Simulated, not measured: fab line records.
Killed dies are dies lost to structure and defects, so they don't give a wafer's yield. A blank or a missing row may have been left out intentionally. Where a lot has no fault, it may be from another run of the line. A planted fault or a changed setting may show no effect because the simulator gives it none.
Lot-split experiment	flow n5-finfet	on a route of 1938 steps: 7 lots, 21 wafers read

== THE SPLIT ==
At N5_BEOL_M11_COAT_22 (resist thk 90 nm), the setting spin-rpm was moved away from the recipe's 1500 rpm on 10 of the 21 wafers read, by -10.3% to +4.5%. This setting was run at the recipe's value on the other wafers.

== FROM THE SPLIT TO THE READING: what the file shows between them, 4 steps ==
- N5_BEOL_M11_EBR_24
- N5_BEOL_M11_SOFTBAKE_23: time 60 s
- N5_BEOL_M11_EXPOSE_25: exposes mask V10
- N5_BEOL_M11_PEB_26: peb time 60 s

== THE READING ==
CAR-ArF_of_BEOL_M11_COAT_22.thk-nm (the simulator's own value, which no gauge read), in nm, at N5_BEOL_M11_DEVELOP_27 (develop time 30 s). The file gives no usual value for it. The 11 wafers here that ran the recipe average 88.2 nm, standard deviation 0.31 nm.

wafer	tool, chamber at the split	spin-rpm as run, rpm	against the recipe	CAR-ArF_of_BEOL_M11_COAT_22.thk-nm, nm	against lot-mates on the recipe
L076.2	litho-track-02, 0	1500	recipe	88.2	-
L076.6	litho-track-02, 0	1500	recipe	88.2	-
L076.3	litho-track-02, 0	1500	recipe	88.4	-
L077.1	litho-track-01, 0	1500	recipe	88.2	-
L077.3	litho-track-01, 0	1547	+3.1%	87	-1.2
L077.5	litho-track-01, 0	1547	+3.1%	87.2	-1.0
L090.2	litho-track-01, 0	1500	recipe	88	-
L090.3	litho-track-01, 0	1436	-4.3%	90	+2.0
L090.6	litho-track-01, 0	1436	-4.3%	90	+2.0
L089.1	litho-track-05, 0	1500	recipe	88.2	-
L089.4	litho-track-05, 0	1422	-5.2%	90.6	+2.5
L089.5	litho-track-05, 0	1500	recipe	88	-
L095.1	litho-track-02, 0	1386	-7.6%	91.8	no lot-mate on the recipe
L095.2	litho-track-02, 0	1386	-7.6%	92	no lot-mate on the recipe
L095.5	litho-track-02, 0	1386	-7.6%	92	no lot-mate on the recipe
L094.1	litho-track-02, 0	1500	recipe	88.8	-
L094.2	litho-track-02, 0	1500	recipe	88.6	-
L094.3	litho-track-02, 0	1567	+4.5%	86.4	-2.3
L097.4	litho-track-02, 0	1500	recipe	88	-
L097.5	litho-track-02, 0	1500	recipe	87.6	-
L097.6	litho-track-02, 0	1345	-10.3%	93	+5.2

FIT RESULTS
A straight line over all 21 wafers: CAR-ArF_of_BEOL_M11_COAT_22.thk-nm changes by -0.457 nm for each +1% of spin-rpm; r = -0.99; the points scatter about the line by 0.28 nm.
The same after taking each lot's own level away (the mean of its wafers on the recipe; 18 wafers): -0.478 nm for each +1%; r = -0.99; scatter 0.18 nm.
That fit puts the effect of the largest move of spin-rpm on the reading at 4.9 nm.
The span of the lots' own levels, 87.80 to 88.70 nm, comes to 2.9 times the standard deviation stated above.
The two slopes agree, so the slope changes little with the lot-to-lot level.
Check: +4.76 nm against its lot-mates is what the line predicts for one of the wafers moved furthest among these (-10.3%) when that wafer is left out of the fit. It came out at +5.2 nm against them.

== FURTHER SPLITS ON THESE WAFERS ==
Before the reading, these wafers also passed through other splits. Each is held against what the fit with the lots' levels taken away leaves over:
other split on the same wafers	wafers away from the commonest value	r with CAR-ArF_of_BEOL_M11_COAT_22.thk-nm (lot level and that fit taken away)
N5_BEOL_M8_TRENCH_ETCH_37 source-w	7	-0.28
N5_BEOL_M11_COAT_63 spin-rpm	7	+0.19

== THE WHOLE CHAIN: every reading that the file lists as answering this split, in the file's order ==
step	what it does	reading	change (the file's fit)	r (the file's)
N5_BEOL_M11_COAT_22	resist thk 90 nm	CAR-ArF_of_BEOL_M11_COAT_22.thk-nm (the simulator's own value, which no gauge read)	-0.479 nm for each +1% of the setting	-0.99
N5_BEOL_M11_DEVELOP_27	develop time 30 s	CAR-ArF_of_BEOL_M11_COAT_22.thk-nm (the simulator's own value, which no gauge read)	-0.489 nm for each +1% of the setting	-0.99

== FILE'S OWN FIT ==
CAR-ArF_of_BEOL_M11_COAT_22.thk-nm changes by -0.489 nm for each +1% of spin-rpm, r = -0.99.
